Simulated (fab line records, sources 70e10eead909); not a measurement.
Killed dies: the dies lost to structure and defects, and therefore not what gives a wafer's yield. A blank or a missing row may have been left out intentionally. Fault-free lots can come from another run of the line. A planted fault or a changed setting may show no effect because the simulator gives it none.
Matching of chambers ; flow nand_harc ; 4 sister chambers for NHARC_A_STAIRCASE_ETCH_271 on rie_diel-12
The step etches the open film in CF4/CHF3. 16 wafers are shown with their chamber, then 8 later ones without.

## WAFERS PAIRED WITH THEIR CHAMBERS
wafer;chamber;drypump_motor_current_A (A);showerhead_plenum_p_Torr (Torr);rf_vpp_V (V)
L075.3;2;6.0;1.50;366.8
L075.5;2;6.0;1.50;367.1
L075.6;1;5.2;1.54;369.8
L077.3;1;5.2;1.54;368.8
L077.4;3;5.8;1.52;369.0
L077.5;3;5.8;1.52;368.7
L081.1;1;5.2;1.54;368.5
L081.4;3;5.7;1.52;370.4
L081.6;1;5.2;1.54;369.9
L083.2;3;5.7;1.51;369.9
L083.4;0;6.6;1.49;368.5
L083.6;1;5.2;1.54;369.3
L087.2;2;6.0;1.49;369.9
L087.3;0;6.6;1.49;368.5
L087.4;1;5.2;1.53;369.0
L091.2;3;5.7;1.51;368.2

SIGNATURES (means of the wafers above)
reading;chamber 0;chamber 1;chamber 2;chamber 3;scatter within a chamber
drypump_motor_current_A;6.600;5.200;6.000;5.740;0.0316
showerhead_plenum_p_Torr;1.4900;1.5383;1.4967;1.5160;0.00474
rf_vpp_V;368.500;369.217;367.933;369.240;0.94
Rule: for a wafer and a chamber, the distance is found by dividing, reading by reading, the gap between the wafer's reading and the chamber's mean by the reading's scatter, squaring, summing and taking the root. If the next closest chamber is less than 2 further off than the closest, the wafer can't be placed; otherwise it belongs to the closest. The scatter is the square root of a quotient: the sum, over the shown wafers, of each reading's squared deviation from its chamber's mean, divided by wafers minus chambers.

## WAFERS WITHOUT THEIR CHAMBER
wafer;drypump_motor_current_A (A);showerhead_plenum_p_Torr (Torr);rf_vpp_V (V)
L091.3;6.6;1.49;367.3
L091.5;5.8;1.51;368.8
L090.1;6.6;1.49;367.9
L090.4;5.2;1.53;368.8
L090.6;6.5;1.49;367.3
L093.1;5.7;1.51;367.7
L093.2;6.0;1.49;367.2
L093.3;6.6;1.48;368.3

## WHICH CHAMBER EACH WENT THROUGH
wafer;from the rows above;in truth
L091.3;0;0
L091.5;3;3
L090.1;0;0
L090.4;1;1
L090.6;0;0
L093.1;3;3
L093.2;2;2
L093.3;0;0
8 of 8 placed correctly. Can't be placed from these rows: 0. Wrongly placed: 0.
